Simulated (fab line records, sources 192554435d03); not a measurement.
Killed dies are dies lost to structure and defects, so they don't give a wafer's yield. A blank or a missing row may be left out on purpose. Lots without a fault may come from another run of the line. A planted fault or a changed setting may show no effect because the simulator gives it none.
One fault seen from 2 desks | flow n5_finfet | each desk has only its own numbers; what lay behind them comes last

THE TOOL OWNER'S DESK: pecvd-03
The tool's own readings at N5_BEOL_M7_DEP_56 (deposits SiCN from 3MS/NH3, target thk 10 nm, time 17.5 s): means of the sampled wafers that have a number, for each lot that ran on this tool. A lot is out of limits, marked OUT, if its mean lies more than 4 standard deviations from the usual mean; the brackets give that distance.
Columns: A = showerhead_plenum_p_Torr at N5_BEOL_M7_DEP_56, usual 3.667 Torr; B = throttle_valve_pct at N5_BEOL_M7_DEP_56, usual 9.3 %
lot  | first seen here | A     | B
L587 | day 10 03:48    | 3.650 | 9.1
L588 | day 10 08:35    | 3.669 | 9.8
L590 | day 11 03:28    | 3.664 | 9.3
L591 | day 11 09:08    | 3.664 | 9.2
L595 | day 12 20:05    | 3.665 | 9.4
This desk's finding: nothing out of limits on any of the 5 lots.

THE DEFECT DESK
What the inspections along the route counted, lot by lot: means of the sampled wafers that have a number. A lot is out of limits, marked OUT, if its mean lies more than 4 standard deviations from the usual mean; the brackets give that distance.
Columns: A = raw_defect_count at N5_BEOL_M7_INSPECT_58, usual 74; B = raw_defect_count at N5_BEOL_M8_INSPECT_13, usual 393
lot  | first seen here | A             | B
L586 | day 10 01:39    | 49            | 358
L587 | day 10 03:53    | 105           | 446
L588 | day 10 08:40    | 46            | 311
L590 | day 11 03:34    | 51            | 336
L591 | day 11 09:14    | 892 (+29) OUT | 1235 (+9.9) OUT
L592 | day 11 17:56    | 62            | 354
L595 | day 12 20:10    | 832 (+27) OUT | 1206 (+9.6) OUT
L600 | day 14 13:16    | 60            | 401
L605 | day 14 14:32    | 57            | 427
L604 | day 15 15:29    | 69            | 521
This desk's finding: out of limits on L591, L595; first on L591, day 11 09:14 (raw_defect_count at N5_BEOL_M7_INSPECT_58). In limits: L586, L587, L588, L590, L592, L600, L605, L604.

PUT TOGETHER
The defect desk could have raised an alarm at day 11 09:14, on L591, L595.
The tool owner's desk saw nothing out of limits.
The tool owner's desk has L591, L595 on record, within its limits.
Of the lots named, all ran N5_BEOL_M7_DEP_56 on pecvd-03.

WHAT THE SIMULATOR HAD PUT IN
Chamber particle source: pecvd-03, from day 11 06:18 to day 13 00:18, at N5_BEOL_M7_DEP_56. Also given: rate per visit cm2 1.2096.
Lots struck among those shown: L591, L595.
Hours from the fault's start to each desk's first reading out of limits: the defect desk, 3.
